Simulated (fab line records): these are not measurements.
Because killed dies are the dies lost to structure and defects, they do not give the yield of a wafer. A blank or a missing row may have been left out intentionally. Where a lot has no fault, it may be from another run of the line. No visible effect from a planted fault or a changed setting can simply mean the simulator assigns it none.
fab line records	flow n5Finfet
record lots=7	wafers=21
route steps=1938 shown MOL_CONTACT_COAG@584 BEOL_M0_SAQP@646 BEOL_M1@754 BEOL_M2@843 BEOL_M3@1000
startH: hours from the record's opening day to when the first of the lot's shown wafers began	waitH: hours from the lot's prior step to this one	" repeats the value in the row above	L1.1+2: a single row standing in for several wafers	- no value present, or no start provided	* or withheld: withheld	< > ~ a bound
route shown NAME@n: names a module that has steps shown in the file, with the first one's number in the route	usual: average and standard deviation across the fault-free wafers	same: alike in all rows	chamber/n: place in a boat	sites: the reading at each site	_std_site: standard deviation of those values	_edge_site: inner sites' mean taken away from outer sites' mean	radiusMm: how far each site lies from the wafer's centre	mask NAME#n: copy n	behind: the last tool/chamber to shape the wafer	hold: why the lot went on hold/how many hours it stayed there/how the hold came to an end	device: the n, p or np transistor that did not switch	end of line: the same wafers' tests at the end of the route	a step given without rows: its recipe and nothing more	killed: the dies lost at the first sort to structure and to defects; this is not the yield of the wafer	map: per-die view of a wafer (x killed, . not killed, _ where there is no die)
set.NAME: the setting the step ran with; set.NAME@STEP: the setting that earlier step ran with	model.NAME: the simulator's own value behind a step, which no gauge read
lots run with intentionally changed settings; tables by step, rows by wafer
## steps
# step N5_MOL_CONTACT_COAG_ETCHBACK_135
# recipe chemistry=CHF3	target=SiO2	targetDepthA=250	timeS=16.7	ionEnergyEv=200	pressureMtorr=30	sourceW=610	biasW=170	Ar_flow_sccm=200	CHF3_flow_sccm=50
lot.wafer	tool	chamber	startH	waitH	set.timeS	model.SOC_of_MOL_CONTACT_COAG_COAT_75.thkNm
L080.2	rieDiel-03	2	147.92	0.0	16.7	57.4
L080.3+4	"	1,0	"	"	18.34	57
L085.3+6	rieDiel-01	3,2	168.92	0.0	16.7	57.4
L085.5	"	1	"	"	19.55	56.8
L088.2	rieDiel-01	1	187.30	0.0	16.7	57.6
L088.3	"	2	"	"	15.02	57.6
L088.5	"	3	"	"	15.02	57.8
L089.3	rieDiel-02	0	191.04	0.0	16.7	57.4
L089.4	"	3	"	"	19.61	57
L089.6	"	3	"	"	16.7	57.6
L090.1+4	rieDiel-01	0,2	194.08	0.0	14.95	57.6
L090.5	"	0	"	"	16.7	57.4
L091.2	rieDiel-02	0	198.54	0.0	16.7	57
L091.5+6	"	2,1	"	"	16.7	57.2
L095.1	rieDiel-02	2	245.18	0.0	18.12	57.2
L095.2	"	0	"	"	16.7	57.4
L095.4	"	3	"	"	16.7	57.6
# step N5_MOL_CONTACT_COAG_VIA_ETCH_46
# recipe chemistry=C4F6/O2	targetDepthA=460	overetchA=92	maskMaterial=SOC	target=SiO2	biasW=455	pressureMtorr=10	timeS=40	sourceW=325	Ar_flow_sccm=300	C4F6_flow_sccm=10	O2_flow_sccm=10	ionEnergyEv=575.3	ends=endPoint
# usual rfVppV=1582/22
lot.wafer	tool	chamber	startH	waitH	set.biasW	rfVppV
L080.2	rieDiel-03	2	147.95	0.0	455	1598
L080.3	"	1	"	"	455	1627
L080.4	"	0	"	"	455	1586
L085.3	rieDiel-01	3	168.96	0.0	523.7	1767
L085.5	"	1	"	"	455	1607
L085.6	"	2	"	"	523.7	1729
L088.2	rieDiel-01	1	187.34	0.0	434.1	1551
L088.3	"	2	"	"	455	1559
L088.5	"	3	"	"	455	1593
L089.3	rieDiel-02	0	191.07	0.0	427.9	1508
L089.4	"	3	"	"	427.9	1494
L089.6	"	3	"	"	427.9	1495
L090.1	rieDiel-01	0	194.11	0.0	455	1570
L090.4	"	2	"	"	455	1557
L090.5	"	0	"	"	455	1569
L091.2	rieDiel-02	0	198.57	0.0	455	1579
L091.5	"	2	"	"	455	1546
L091.6	"	1	"	"	455	1612
L095.1	rieDiel-02	2	245.21	0.0	489.5	1633
L095.2	"	0	"	"	455	1578
L095.4	"	3	"	"	489.5	1651
# step N5_BEOL_M0_SAQP_EXPOSE_11
# recipe maskId=M0_CORE	na=1.35	sourceShape=dipole	sigmaInner=0.538	sigmaOuter=0.738	polarization=te	targetCdNm=42	doseMj=55
lot.wafer	tool	chamber	startH	waitH	mask	set.doseMj
L080.2+4	arfiScanner-02	0	155.11	-	M0_CORE#0	56.93
L080.3	"	0	"	"	M0_CORE#0	55
L085.3+6	arfiScanner-03	0	176.27	-	M0_CORE#0	52.68
L085.5	"	0	"	"	M0_CORE#0	55
L088.2+3	arfiScanner-03	0	194.46	-	M0_CORE#0	58.73
L088.5	"	0	"	"	M0_CORE#0	55
L089.3	arfiScanner-02	0	197.78	-	M0_CORE#0	56.3
L089.4+6	"	0	"	"	M0_CORE#0	55
L090.1+5	arfiScanner-02	0	202.63	-	M0_CORE#0	55
L090.4	"	0	"	"	M0_CORE#0	57.05
L091.2+5+6	arfiScanner-03	0	205.30	-	M0_CORE#0	55
L095.1+2	arfiScanner-03	0	252.99	-	M0_CORE#0	55
L095.4	"	0	"	"	M0_CORE#0	58.4
# step N5_BEOL_M0_SAQP_PEB_12
# recipe pebTempC=withheld	pebTimeS=60	resist=CAR-ArF
# step N5_BEOL_M0_SAQP_DEVELOP_13
# recipe developTimeS=30	developer=TMAH	resist=CAR-ArF	devTempC=23	rinseLiquid=diw	dry=airSpin
# step N5_BEOL_M0_SAQP_CD_MEAS_14
# recipe targetCdNm=42.5	landingEnergyEv=500	detector=seInlens
# usual cdNm=42.3/0.4
lot.wafer	tool	chamber	startH	waitH	set.doseMj@BEOL_M0_SAQP_EXPOSE_11	cdNm
L080.2	cdSem-03	0	155.23	-	56.93	41.3
L080.3	"	0	"	"	55	42.6
L080.4	"	0	"	"	56.93	40.9
L085.3	cdSem-02	0	176.38	-	52.68	43.4
L085.5	"	0	"	"	55	42.1
L085.6	"	0	"	"	52.68	43.9
L088.2	cdSem-03	0	194.58	-	58.73	40.0
L088.3	"	0	"	"	58.73	40.8
L088.5	"	0	"	"	55	42.7
L089.3	cdSem-01	0	197.90	-	56.3	40.8
L089.4	"	0	"	"	55	42.7
L089.6	"	0	"	"	55	42.1
L090.1	cdSem-01	0	202.76	-	55	42.6
L090.4	"	0	"	"	57.05	41.6
L090.5	"	0	"	"	55	42.0
L091.2	cdSem-02	0	205.42	-	55	42.1
L091.5	"	0	"	"	55	42.3
L091.6	"	0	"	"	55	42.4
L095.1	cdSem-01	0	253.11	-	55	42.1
L095.2	"	0	"	"	55	42.1
L095.4	"	0	"	"	58.4	40.7
# step N5_BEOL_M0_SAQP_ETCH_84
# recipe chemistry=N2/H2	target=SOC	targetDepthA=1000	overetchA=200	maskMaterial=SiARC	tempC=40	timeS=150	ionEnergyEv=200	pressureMtorr=30	sourceW=840	biasW=150	n2FlowSccm=200	h2FlowSccm=200
lot.wafer	tool	chamber	startH	waitH	set.timeS	model.SiARC_of_BEOL_M0_SAQP_COAT_82.thkNm
L080.2	rieDiel-04	1	155.40	0.0	131.2	25
L080.3	"	2	"	"	150	24.4
L080.4	"	0	"	"	131.2	25.2
L085.3	rieDiel-04	2	176.67	0.0	150	24.4
L085.5	"	0	"	"	150	24.6
L085.6	"	3	"	"	176.6	23.2
L088.2	rieDiel-05	2	194.75	0.0	118.5	25.8
L088.3	"	0	"	"	150	24.4
L088.5	"	2	"	"	150	24.6
L089.3+4	rieDiel-05	1,3	198.07	0.0	150	24.4
L089.6	"	1	"	"	150	24.2
L090.1	rieDiel-04	0	203.02	0.0	139.9	24.8
L090.4	"	2	"	"	139.9	25
L090.5	"	3	"	"	150	24.4
L091.2+5+6	rieDiel-04	0,0,1	205.60	0.0	150	24.2
L095.1	rieDiel-05	3	253.29	0.0	150	24.4
L095.2	"	0	"	"	150	24.2
L095.4	"	2	"	"	150	24.6
# step N5_BEOL_M0_SAQP_STRIP_80
# recipe chemistry=N2/H2	tempC=40	n2FlowSccm=200	h2FlowSccm=200	rfFrequencyHz=6e+07
# step N5_BEOL_M0_SAQP_HM_OPEN_112
# recipe chemistry=CHF3/O2	target=SiO2	stopOn=a-Si	targetDepthA=120	overEtchFrac=1.25	maskMaterial=SOC	timeS=13.5	pressureMtorr=30	sourceW=650	biasW=170	Ar_flow_sccm=200	CHF3_flow_sccm=50	O2_flow_sccm=5	ionEnergyEv=200	ends=endPoint
lot.wafer	tool	chamber	startH	waitH	set.timeS@BEOL_M0_SAQP_ETCH_84	model.SiARC_of_BEOL_M0_SAQP_COAT_82.thkNm
L080.2	rieDiel-04	1	155.51	0.0	131.2	5.6
L080.3	"	2	"	"	150	5
L080.4	"	0	"	"	131.2	6
L085.3	rieDiel-04	2	176.78	0.0	150	5.2
L085.5	"	0	"	"	150	5.6
L085.6	"	3	"	"	176.6	4
L088.2	rieDiel-05	2	194.86	0.0	118.5	7.2
L088.3	"	0	"	"	150	5.4
L088.5	"	2	"	"	150	6
L089.3	rieDiel-05	1	198.17	0.0	150	5.4
L089.4+6	"	3,1	"	"	150	5.2
L090.1	rieDiel-04	0	203.13	0.0	139.9	5.8
L090.4	"	2	"	"	139.9	6
L090.5	"	3	"	"	150	5.2
L091.2+5	rieDiel-04	0	205.70	0.0	150	5.2
L091.6	"	1	"	"	150	5
L095.1	rieDiel-05	3	253.39	0.0	150	5.4
L095.2	"	0	"	"	150	5
L095.4	"	2	"	"	150	6
# step N5_BEOL_M0_SAQP_ETCH_107
# recipe chemistry=CH3F/O2	target=SiNx	targetDepthA=300	maskMaterial=SOC	pressureMtorr=30	sourceW=395	biasW=73	Ar_flow_sccm=150	CH3F_flow_sccm=30	O2_flow_sccm=20	ionEnergyEv=120
# usual rfVppV=297/4.2
lot.wafer	tool	chamber	startH	waitH	set.biasW	rfVppV
L080.2	rieDiel-06	1	157.80	0.0	62.56	272
L080.3	"	3	"	"	62.56	266
L080.4	"	0	"	"	73	299
L085.3	rieDiel-05	3	183.12	0.0	73	291
L085.5	"	1	"	"	67.79	281
L085.6	"	2	"	"	67.79	274
L088.2	rieDiel-06	3	199.17	0.0	64.83	272
L088.3	"	2	"	"	73	302
L088.5	"	1	"	"	64.83	277
L089.3	rieDiel-06	3	203.55	0.0	81.71	326
L089.4	"	1	"	"	73	306
L089.6	"	2	"	"	73	302
L090.1	rieDiel-05	2	205.84	0.0	73	292
L090.4	"	1	"	"	73	298
L090.5	"	1	"	"	73	298
L091.2	rieDiel-06	2	209.86	0.0	73	301
L091.5	"	0	"	"	73	298
L091.6	"	3	"	"	73	298
L095.1	rieDiel-04	1	255.85	0.0	60.14	259
L095.2	"	0	"	"	73	292
L095.4	"	3	"	"	60.14	255
# step N5_BEOL_M1_HM_DEP_02
# recipe material=TiN	targetThkA=200	tempC=25	chamberPressurePa=0.49996
lot.wafer	tool	chamber	startH	waitH	set.targetThkA	model.TiN_of_BEOL_M1_HM_DEP_02.thkNm
L080.2	pvdSputter-01	-	185.69	1.2	200	19.8
L080.3+4	"	-	"	"	200	20
L085.3+6	pvdSputter-02	-	197.27	0.1	200	20.2
L085.5	"	-	"	"	200	19.8
L088.2	pvdSputter-03	-	210.69	0.4	208.1	20.8
L088.3	"	-	"	"	200	19.8
L088.5	"	-	"	"	200	19.6
L089.3	pvdSputter-03	-	214.56	1.4	200	20
L089.4	"	-	"	"	200	20.2
L089.6	"	-	"	"	174.2	17.6
L090.1+4	pvdSputter-01	-	216.58	0.4	200	20.2
L090.5	"	-	"	"	200	20
L091.2+5+6	pvdSputter-03	-	219.90	0.0	200	19.8
L095.1+2	pvdSputter-03	-	267.67	0.3	200	19.8
L095.4	"	-	"	"	200	20
# step N5_BEOL_M1_COAT_61
# recipe resist=SOC	tempC=250	timeS=60	spinRpm=1500	resistThkNm=60
lot.wafer	tool	chamber	startH	waitH	set.spinRpm	model.SOC_of_BEOL_M1_COAT_61.thkNm
L080.2	lithoTrack-01	0	185.82	0.1	1552	58.8
L080.3	"	0	"	"	1552	59
L080.4	"	0	"	"	1500	59.8
L085.3	lithoTrack-01	0	197.40	0.1	1621	57.6
L085.5+6	"	0	"	"	1500	60.2
L088.2	lithoTrack-04	0	210.82	0.1	1500	60.4
L088.3	"	0	"	"	1500	60
L088.5	"	0	"	"	1661	57
L089.3	lithoTrack-04	0	214.69	0.1	1606	58
L089.4	"	0	"	"	1500	60.2
L089.6	"	0	"	"	1606	58.2
L090.1	lithoTrack-01	0	216.71	0.1	1627	57.8
L090.4+5	"	0	"	"	1500	60.2
L091.2	lithoTrack-04	0	220.03	0.1	1500	60.4
L091.5+6	"	0	"	"	1500	60.2
L095.1+4	lithoTrack-04	0	267.80	0.1	1500	59.6
L095.2	"	0	"	"	1500	59.8
# step N5_BEOL_M1_COAT_62
# recipe resist=SiARC	tempC=220	timeS=60	spinRpm=1500	resistThkNm=12
# step N5_BEOL_M1_COAT_73
# recipe resist=underlayer	tempC=205	timeS=60	spinRpm=1500	resistThkNm=5
# step N5_BEOL_M1_ETCH_74
# recipe chemistry=N2/H2	target=underlayer	targetDepthA=65	maskMaterial=CAR-EUV	timeS=5.2	ionEnergyEv=200	pressureMtorr=30	sourceW=840	biasW=150	n2FlowSccm=200	h2FlowSccm=200	ends=cleared
# step N5_BEOL_M1_ETCH_63
# recipe chemistry=CF4	target=SiARC	targetDepthA=156	maskMaterial=CAR-EUV	timeS=26	ionEnergyEv=80	pressureMtorr=40	sourceW=545	biasW=36	Ar_flow_sccm=100	cf4FlowSccm=100	ends=cleared
# step N5_BEOL_M1_ETCH_64
# recipe chemistry=N2/H2	target=SOC	targetDepthA=750	overetchA=150	maskMaterial=SiARC	tempC=40	timeS=112.5	ionEnergyEv=200	pressureMtorr=30	sourceW=840	biasW=150	n2FlowSccm=200	h2FlowSccm=200
lot.wafer	tool	chamber	startH	waitH	set.spinRpm@BEOL_M1_COAT_61	model.etch.depthNm
L080.2	rieDiel-05	2	186.41	0.0	1552	58.83
L080.3	"	3	"	"	1552	59.01
L080.4	"	0	"	"	1500	59.88
L085.3	rieDiel-04	2	197.87	0.0	1621	57.64
L085.5	"	3	"	"	1500	60.15
L085.6	"	2	"	"	1500	60.19
L088.2	rieDiel-05	0	211.29	0.0	1500	60.3
L088.3	"	2	"	"	1500	60.08
L088.5	"	3	"	"	1661	57.1
L089.3	rieDiel-05	3	215.28	0.0	1606	57.95
L089.4	"	2	"	"	1500	60.29
L089.6	"	2	"	"	1606	58.27
L090.1	rieDiel-06	0	217.30	0.0	1627	57.75
L090.4	"	3	"	"	1500	60.25
L090.5	"	2	"	"	1500	60.14
L091.2	rieDiel-05	1	220.62	0.0	1500	60.32
L091.5	"	2	"	"	1500	60.16
L091.6	"	1	"	"	1500	60.19
L095.1	rieDiel-05	2	268.60	0.0	1500	59.59
L095.2	"	1	"	"	1500	59.71
L095.4	"	3	"	"	1500	59.52
# step N5_BEOL_M1_STRIP_65
# recipe chemistry=N2/H2	tempC=40	n2FlowSccm=200	h2FlowSccm=200	rfFrequencyHz=6e+07
# step N5_BEOL_M1_STRIP_75
# recipe chemistry=N2/H2	tempC=40	n2FlowSccm=200	h2FlowSccm=200	rfFrequencyHz=6e+07
# step N5_BEOL_M1_STRIP_66
# recipe chemistry=CF4	resist=SiARC	powerW=300	biasPowerW=75	pressureMtorr=50	cf4FlowSccm=150	rfFrequencyHz=6e+07
# step N5_BEOL_M1_HM_OPEN_17
# recipe chemistry=Cl2/BCl3	targetDepthA=200	overetchA=60	target=TiN	maskMaterial=SOC	ionEnergyEv=150	pressureMtorr=10	icpW=1000	biasW=126	Cl2_flow_sccm=53.25	bcl3FlowSccm=21.75	Ar_flow_sccm=25
lot.wafer	tool	chamber	startH	waitH	set.targetThkA@BEOL_M1_HM_DEP_02	model.etch.depthNm
L080.2	rieMetal-03	0	186.58	0.0	200	19.87
L080.3	"	0	"	"	200	20.02
L080.4	"	1	"	"	200	19.98
L085.3	rieMetal-02	1	198.09	0.1	200	20.2
L085.5	"	1	"	"	200	19.75
L085.6	"	1	"	"	200	20.12
L088.2	rieMetal-02	1	211.48	0.1	208.1	20.86
L088.3	"	1	"	"	200	19.81
L088.5	"	1	"	"	200	19.7
L089.3	rieMetal-03	1	215.48	0.1	200	20.02
L089.4	"	0	"	"	200	20.29
L089.6	"	0	"	"	174.2	17.64
L090.1	rieMetal-03	0	217.46	0.0	200	20.24
L090.4	"	1	"	"	200	20.15
L090.5	"	0	"	"	200	19.99
L091.2+6	rieMetal-01	1	220.79	0.0	200	19.7
L091.5	"	0	"	"	200	19.85
L095.1	rieMetal-02	0	268.78	0.0	200	19.83
L095.2	"	1	"	"	200	19.88
L095.4	"	0	"	"	200	20.02
# step N5_BEOL_M1_EXPOSE_25
# recipe maskId=V0	na=0.33	sourceShape=quasar	sigmaInner=0.2	sigmaOuter=0.8	polarization=unpolarized	defocusNm=5	targetCdNm=24	doseMj=63
lot.wafer	tool	chamber	startH	waitH	mask	set.doseMj
L080.2	euvScanner-02	0	187.07	-	V0#0	59.54
L080.3+4	"	0	"	"	V0#0	63
L085.3+6	euvScanner-02	0	198.62	-	V0#0	63
L085.5	"	0	"	"	V0#0	59.22
L088.2	euvScanner-01	0	211.91	-	V0#0	59.26
L088.3+5	"	0	"	"	V0#0	63
L089.3+4+6	euvScanner-01	0	215.82	-	V0#0	63
L090.1	euvScanner-01	0	217.84	-	V0#0	59
L090.4+5	"	0	"	"	V0#0	63
L091.2+5+6	euvScanner-02	0	221.28	-	V0#0	63
L095.1	euvScanner-01	0	269.25	-	V0#0	60.21
L095.2+4	"	0	"	"	V0#0	63
# step N5_BEOL_M1_PEB_26
# recipe pebTempC=100	pebTimeS=60	resist=CAR-EUV
# step N5_BEOL_M1_DEVELOP_27
# recipe developTimeS=30	developer=TMAH	resist=CAR-EUV	rinseLiquid=surfactantRinse	dry=airSpin	devTempC=23
# step N5_BEOL_M1_CD_MEAS_28
# recipe landingEnergyEv=500	detector=seInlens	targetCdYNm=23.3
# usual cdNm=24.05/0.25
lot.wafer	tool	chamber	startH	waitH	set.doseMj@BEOL_M1_EXPOSE_25	cdNm
L080.2	cdSem-02	0	187.21	-	59.54	22.83
L080.3	"	0	"	"	63	24.00
L080.4	"	0	"	"	63	23.98
L085.3	cdSem-01	0	198.75	-	63	23.84
L085.5	"	0	"	"	59.22	22.35
L085.6	"	0	"	"	63	23.78
L088.2	cdSem-02	0	212.04	-	59.26	22.77
L088.3	"	0	"	"	63	23.94
L088.5	"	0	"	"	63	24.08
L089.3	cdSem-02	0	215.95	-	63	23.94
L089.4	"	0	"	"	63	24.36
L089.6	"	0	"	"	63	24.00
L090.1	cdSem-02	0	217.98	-	59	22.43
L090.4	"	0	"	"	63	23.78
L090.5	"	0	"	"	63	24.32
L091.2	cdSem-01	0	221.41	-	63	24.19
L091.5	"	0	"	"	63	23.96
L091.6	"	0	"	"	63	24.40
L095.1	cdSem-03	0	269.40	-	60.21	23.47
L095.2	"	0	"	"	63	23.81
L095.4	"	0	"	"	63	23.83
# step N5_BEOL_M1_STRIP_71
# recipe chemistry=N2/H2	tempC=40	n2FlowSccm=200	h2FlowSccm=200	rfFrequencyHz=6e+07
# step N5_BEOL_M1_STRIP_78
# recipe chemistry=N2/H2	tempC=40	n2FlowSccm=200	h2FlowSccm=200	rfFrequencyHz=6e+07
# step N5_BEOL_M1_VIA_ETCH_34
# recipe chemistry=C4F6/O2	targetDepthA=678	maskMaterial=SOC	pressureMtorr=15	ionEnergyEv=250	taperDeg=4	timeS=64.4	sourceW=350	biasW=170	Ar_flow_sccm=300	C4F6_flow_sccm=10	O2_flow_sccm=10
lot.wafer	tool	chamber	startH	waitH	set.doseMj@BEOL_M1_EXPOSE_25	model.BEOL_M1.cdNm
L080.2	rieDiel-05	3	188.08	0.0	59.54	16.4
L080.3	"	1	"	"	63	18
L080.4	"	2	"	"	63	17.8
L085.3	rieDiel-05	3	203.68	0.0	63	17.8
L085.5	"	2	"	"	59.22	16.8
L085.6	"	1	"	"	63	18
L088.2	rieDiel-05	0	214.31	0.0	59.26	16.8
L088.3	"	3	"	"	63	17.8
L088.5	"	2	"	"	63	18
L089.3	rieDiel-04	3	217.68	0.0	63	18
L089.4	"	0	"	"	63	17.8
L089.6	"	1	"	"	63	18.2
L090.1	rieDiel-04	0	219.20	0.0	59	16.2
L090.4	"	1	"	"	63	17.8
L090.5	"	0	"	"	63	17.6
L091.2	rieDiel-05	0	221.97	0.0	63	18
L091.5	"	0	"	"	63	18.4
L091.6	"	1	"	"	63	18.2
L095.1	rieDiel-05	3	272.13	0.0	60.21	17
L095.2	"	1	"	"	63	18
L095.4	"	0	"	"	63	18.2
# step N5_BEOL_M2_PECVD_72
# recipe material=SiO2	targetThkA=160	tempC=400	precursor=TEOS/O2	pressureTorr=5.5	rfW=450	teosFlowSccm=53.8	gas=O2	flowSccm=3000	timeS=18
lot.wafer	tool	chamber	startH	waitH	set.timeS	model.SiO2_of_BEOL_M2_PECVD_72.thkNm
L080.2	pecvd-01	1	192.21	0.0	17.25	15.2
L080.3	"	2	"	"	18	15.6
L080.4	"	2	"	"	18	15.8
L085.3	pecvd-03	1	208.55	0.0	18	16
L085.5	"	2	"	"	18	16.4
L085.6	"	0	"	"	18	16.6
L088.2+3	pecvd-01	2,0	220.23	0.0	18	15.8
L088.5	"	1	"	"	18	16.4
L089.3	pecvd-02	1	224.20	0.1	18	16
L089.4	"	0	"	"	19.21	17.2
L089.6	"	0	"	"	19.21	17.4
L090.1	pecvd-02	1	224.99	0.0	15.35	13.4
L090.4	"	0	"	"	18	16.2
L090.5	"	0	"	"	15.35	14
L091.2+6	pecvd-01	2	227.15	0.0	18	15.8
L091.5	"	1	"	"	18	16
L095.1	pecvd-03	1	277.46	0.0	17.3	15.2
L095.2	"	0	"	"	17.3	15.4
L095.4	"	0	"	"	18	16
# step N5_BEOL_M3_SPUTTER_86
# recipe material=Cu	targetThkA=45	tempC=-20	chamberPressurePa=0.07	powerW=withheld	timeS=8.29
lot.wafer	tool	chamber	startH	waitH	set.timeS	model.Cu_of_BEOL_M3_SPUTTER_86.thkNm
L080.2+3+4	pvdSputter-01	-	210.61	0.1	8.29	4.4
L085.3	pvdSputter-02	-	224.16	0.1	8.29	4.4
L085.5	"	-	"	"	7.162	3.8
L085.6	"	-	"	"	7.162	-
L088.2+5	pvdSputter-02	-	240.09	0.1	8.968	-
L088.3	"	-	"	"	8.29	4.4
L089.3	pvdSputter-03	-	241.23	0.1	7.71	-
L089.4	"	-	"	"	8.29	4.6
L089.6	"	-	"	"	7.71	4.2
L090.1	pvdSputter-03	-	246.96	0.1	8.29	4.4
L090.4+5	"	-	"	"	7.231	-
L091.2+6	pvdSputter-03	-	250.46	0.1	8.29	4.2
L091.5	"	-	"	"	8.29	4.4
L095.1+2+4	pvdSputter-01	-	293.76	0.1	8.29	4.4
## key
split step=N5_MOL_CONTACT_COAG_ETCHBACK_135	setting=timeS	stated=16.7	by=wafer
response step=N5_MOL_CONTACT_COAG_ETCHBACK_135	reading=model.SOC_of_MOL_CONTACT_COAG_COAT_75.thkNm	change=-0.0293	per=1%	r=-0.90
split step=N5_MOL_CONTACT_COAG_VIA_ETCH_46	setting=biasW	stated=455	by=wafer
response step=N5_MOL_CONTACT_COAG_VIA_ETCH_46	reading=rfVppV	change=+8.91	per=1%	r=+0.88
split step=N5_BEOL_M0_SAQP_EXPOSE_11	setting=doseMj	stated=55	by=wafer
response step=N5_BEOL_M0_SAQP_CD_MEAS_14	reading=cdNm	change=-0.315	per=1%	r=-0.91
split step=N5_BEOL_M0_SAQP_ETCH_84	setting=timeS	stated=150	by=wafer
response step=N5_BEOL_M0_SAQP_ETCH_84	reading=model.SiARC_of_BEOL_M0_SAQP_COAT_82.thkNm	change=-0.0652	per=1%	r=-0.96
response step=N5_BEOL_M0_SAQP_HM_OPEN_112	reading=model.SiARC_of_BEOL_M0_SAQP_COAT_82.thkNm	change=-0.0742	per=1%	r=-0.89
split step=N5_BEOL_M0_SAQP_ETCH_107	setting=biasW	stated=73	by=wafer
response step=N5_BEOL_M0_SAQP_ETCH_107	reading=rfVppV	change=+2.04	per=1%	r=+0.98
split step=N5_BEOL_M1_HM_DEP_02	setting=targetThkA	stated=200	by=wafer
response step=N5_BEOL_M1_HM_DEP_02	reading=model.TiN_of_BEOL_M1_HM_DEP_02.thkNm	change=+0.201	per=1%	r=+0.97
response step=N5_BEOL_M1_HM_OPEN_17	reading=model.etch.depthNm	change=+0.202	per=1%	r=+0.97
split step=N5_BEOL_M1_COAT_61	setting=spinRpm	stated=1500	by=wafer
response step=N5_BEOL_M1_COAT_61	reading=model.SOC_of_BEOL_M1_COAT_61.thkNm	change=-0.298	per=1%	r=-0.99
response step=N5_BEOL_M1_ETCH_64	reading=model.etch.depthNm	change=-0.296	per=1%	r=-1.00
split step=N5_BEOL_M1_EXPOSE_25	setting=doseMj	stated=63	by=wafer
response step=N5_BEOL_M1_CD_MEAS_28	reading=cdNm	change=+0.213	per=1%	r=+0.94
response step=N5_BEOL_M1_VIA_ETCH_34	reading=model.BEOL_M1.cdNm	change=+0.222	per=1%	r=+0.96
split step=N5_BEOL_M2_PECVD_72	setting=timeS	stated=18	by=wafer
response step=N5_BEOL_M2_PECVD_72	reading=model.SiO2_of_BEOL_M2_PECVD_72.thkNm	change=+0.171	per=1%	r=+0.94
split step=N5_BEOL_M3_SPUTTER_86	setting=timeS	stated=8.29	by=wafer
response step=N5_BEOL_M3_SPUTTER_86	reading=model.Cu_of_BEOL_M3_SPUTTER_86.thkNm	change=+0.0468	per=1%	r=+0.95
